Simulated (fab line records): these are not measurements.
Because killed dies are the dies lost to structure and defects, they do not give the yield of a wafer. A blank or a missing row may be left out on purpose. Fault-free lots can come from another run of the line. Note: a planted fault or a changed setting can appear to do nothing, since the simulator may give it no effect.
Matching of chambers || flow n5Finfet || 4 sister chambers for N5_SPACER0_ALD_07 on aldSin-01
The step deposits SiNx, target thk 2 nm. 8 wafers are shown with their chamber, then 12 later ones without.

## WAFERS WITH THEIR CHAMBER
{"wafer": "L084.5", "chamber": 2, "heaterPowerW (W)": 773}
{"wafer": "L085.4", "chamber": 3, "heaterPowerW (W)": 1179}
{"wafer": "L085.6", "chamber": 3, "heaterPowerW (W)": 1158}
{"wafer": "L088.5", "chamber": 0, "heaterPowerW (W)": 728}
{"wafer": "L088.6", "chamber": 1, "heaterPowerW (W)": 745}
{"wafer": "L089.1", "chamber": 2, "heaterPowerW (W)": 773}
{"wafer": "L089.3", "chamber": 1, "heaterPowerW (W)": 747}
{"wafer": "L089.4", "chamber": 0, "heaterPowerW (W)": 747}

## WAFERS WHOSE CHAMBER IS MISSING
{"wafer": "L090.1", "heaterPowerW (W)": 1171}
{"wafer": "L090.2", "heaterPowerW (W)": 757}
{"wafer": "L090.6", "heaterPowerW (W)": 1161}
{"wafer": "L091.1", "heaterPowerW (W)": 767}
{"wafer": "L091.2", "heaterPowerW (W)": 1190}
{"wafer": "L091.3", "heaterPowerW (W)": 738}
{"wafer": "L093.1", "heaterPowerW (W)": 765}
{"wafer": "L093.2", "heaterPowerW (W)": 759}
{"wafer": "L093.6", "heaterPowerW (W)": 742}
{"wafer": "L095.2", "heaterPowerW (W)": 719}
{"wafer": "L095.3", "heaterPowerW (W)": 1149}
{"wafer": "L095.5", "heaterPowerW (W)": 1201}

## THE CHAMBER EACH PASSED THROUGH
{"wafer": "L090.1", "from the rows above": 3, "in truth": 3}
{"wafer": "L090.2", "from the rows above": "can't be placed: 1 or 2 or 0", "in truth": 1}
{"wafer": "L090.6", "from the rows above": 3, "in truth": 3}
{"wafer": "L091.1", "from the rows above": "can't be placed: 2 or 1", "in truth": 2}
{"wafer": "L091.2", "from the rows above": 3, "in truth": 3}
{"wafer": "L091.3", "from the rows above": "can't be placed: 0 or 1", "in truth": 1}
{"wafer": "L093.1", "from the rows above": "can't be placed: 2 or 1 or 0", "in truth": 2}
{"wafer": "L093.2", "from the rows above": "can't be placed: 1 or 2 or 0", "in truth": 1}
{"wafer": "L093.6", "from the rows above": "can't be placed: 1 or 0", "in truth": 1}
{"wafer": "L095.2", "from the rows above": "can't be placed: 0 or 1", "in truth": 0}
{"wafer": "L095.3", "from the rows above": 3, "in truth": 3}
{"wafer": "L095.5", "from the rows above": 3, "in truth": 3}
Correct placement for 5 of the 12. Not placeable from these rows: 7 (in 7, the candidates include the true chamber). 0 placed wrongly.
How it was worked out, from the rows above alone: a wafer's distance from a chamber is the root of the sum, over the readings, of the square of ((its reading less the chamber's mean) divided by the reading's scatter). If the next closest chamber is less than 2 further off than the closest, the wafer can't be placed; otherwise it belongs to the closest. A chamber's mean is the mean of its shown wafers. The scatter: the root of (the sum of the squares of (reading less its chamber's mean) over the shown wafers, divided by (wafers less chambers)).
